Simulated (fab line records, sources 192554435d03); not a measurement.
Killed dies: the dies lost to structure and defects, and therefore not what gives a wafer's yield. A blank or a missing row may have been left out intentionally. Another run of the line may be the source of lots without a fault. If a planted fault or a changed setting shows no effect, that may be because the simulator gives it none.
Which of the tools did it? -- flow n5-finfet -- Sampling: 10 lots, 29 wafers, 5 of 1938 route steps

WHAT EACH GAUGE READ, for each wafer
N5_BEOL_M15_RS_MEAS_54: measures by four-point-probe.
lot,measured,on,M15_RS (ohm/sq)
L667,day 11 16:43,film-metro-02,0.0217 0.0214 0.0212
L669,day 12 01:24,film-metro-01,0.0212 0.0223 0.0212
L671,day 12 10:01,film-metro-02,0.0215 0.0216 0.0215
L670,day 12 10:07,film-metro-01,0.0215 0.0213 0.0216
L678,day 14 19:50,film-metro-01,0.0245 0.0213
L682,day 16 21:18,film-metro-01,0.0218 0.0219 0.0217
L685,day 17 23:38,film-metro-01,0.0212 0.0212 0.0225
L686,day 18 07:39,film-metro-02,0.0214 0.0222 0.0218
L688,day 18 12:39,film-metro-01,0.0213 0.0215 0.0216
L687,day 19 17:46,film-metro-02,0.0223 0.0216 0.0221

WHICH TOOL RAN EACH LOT (tool, then ch and the chambers of the sampled wafers, then the start)
lot,N5_BEOL_M15_TRENCH_ETCH_34,N5_BEOL_M15_SPUTTER_44,N5_BEOL_M15_ANNEAL_48,N5_BEOL_M15_CMP_49
L667,"rie-diel-04 ch 0,1,2, day 11 13:34","pvd-sputter-02, day 11 15:32","rtp-anneal-02 ch 0, day 11 16:00","cmp-03 ch 0,2,3, day 11 16:23"
L669,"rie-diel-02 ch 0,2, day 11 20:23","pvd-sputter-02, day 12 00:14","rtp-anneal-02 ch 0, day 12 00:41","cmp-03 ch 0,3, day 12 00:59"
L671,"rie-diel-04 ch 0,2,3, day 12 06:07","pvd-sputter-03, day 12 08:39","rtp-anneal-01 ch 0, day 12 09:20","cmp-04 ch 0,2,3, day 12 09:40"
L670,"rie-diel-06 ch 1,3, day 12 06:17","pvd-sputter-01, day 12 08:49","rtp-anneal-02 ch 0, day 12 09:23","cmp-03 ch 0,1,2, day 12 09:41"
L678,"rie-diel-06 ch 0,1, day 14 15:48","pvd-sputter-03, day 14 18:41","rtp-anneal-02 ch 0, day 14 19:07","cmp-04 ch 1,3, day 14 19:25"
L682,"rie-diel-02 ch 0,1,3, day 16 10:24","pvd-sputter-03, day 16 19:52","rtp-anneal-01 ch 0, day 16 20:19","cmp-01 ch 1,2,3, day 16 20:55"
L685,"rie-diel-06 ch 2,3, day 17 17:12","pvd-sputter-03, day 17 22:26","rtp-anneal-02 ch 0, day 17 22:58","cmp-01 ch 0,1,3, day 17 23:16"
L686,"rie-diel-02 ch 0,2,3, day 18 02:55","pvd-sputter-01, day 18 06:29","rtp-anneal-01 ch 0, day 18 06:56","cmp-03 ch 0,2,3, day 18 07:16"
L688,"rie-diel-06 ch 0,1,3, day 18 08:11","pvd-sputter-02, day 18 11:29","rtp-anneal-02 ch 0, day 18 11:58","cmp-04 ch 1,2,3, day 18 12:20"
L687,"rie-diel-02 ch 0,3, day 19 14:50","pvd-sputter-02, day 19 16:35","rtp-anneal-02 ch 0, day 19 17:05","cmp-04 ch 0,2,3, day 19 17:20"
- N5_BEOL_M15_TRENCH_ETCH_34: etches SiO2 in C4F8/O2/Ar, target depth 872.93 nm, time 199 s.
- N5_BEOL_M15_SPUTTER_44: material Ta, target thk 15 nm, time 24.19 s.
- N5_BEOL_M15_ANNEAL_48: time 90 s.
- N5_BEOL_M15_CMP_49: polishes, stops on SiO2, t overpolish 4.9 s, target thk 850 nm.

THE ANSWER, worked out from the rows above alone
Rule: the usual values come from the lots themselves. The widest of any qualifying gaps counts: lots, ordered by their means at a reading, are off when they make up no more than a third of the lots, leave a main group of 4 or more, and stand apart from it by 3 or more times the standard deviation of that group's means. The tables above print the reading to a certain number of digits; a main group whose means all agree to those digits is not used. Also off: a lot with no number at a reading for which 4 or more lots have one. Where the step has rows for the other lots, those lots are counted as sound.
Off: L678, seen at N5_BEOL_M15_RS_MEAS_54 (M15_RS). The main group has a mean of 0.0216 ohm/sq with a standard deviation of 0.00018.
A tool fits if, at a process step before that reading, it ran every lot that is off, and no sound lot after the first of them. The gauges at N5_BEOL_M15_RS_MEAS_54 are tried like those tools. No candidate that was tried fits.

WHAT THE SIMULATOR PUT IN
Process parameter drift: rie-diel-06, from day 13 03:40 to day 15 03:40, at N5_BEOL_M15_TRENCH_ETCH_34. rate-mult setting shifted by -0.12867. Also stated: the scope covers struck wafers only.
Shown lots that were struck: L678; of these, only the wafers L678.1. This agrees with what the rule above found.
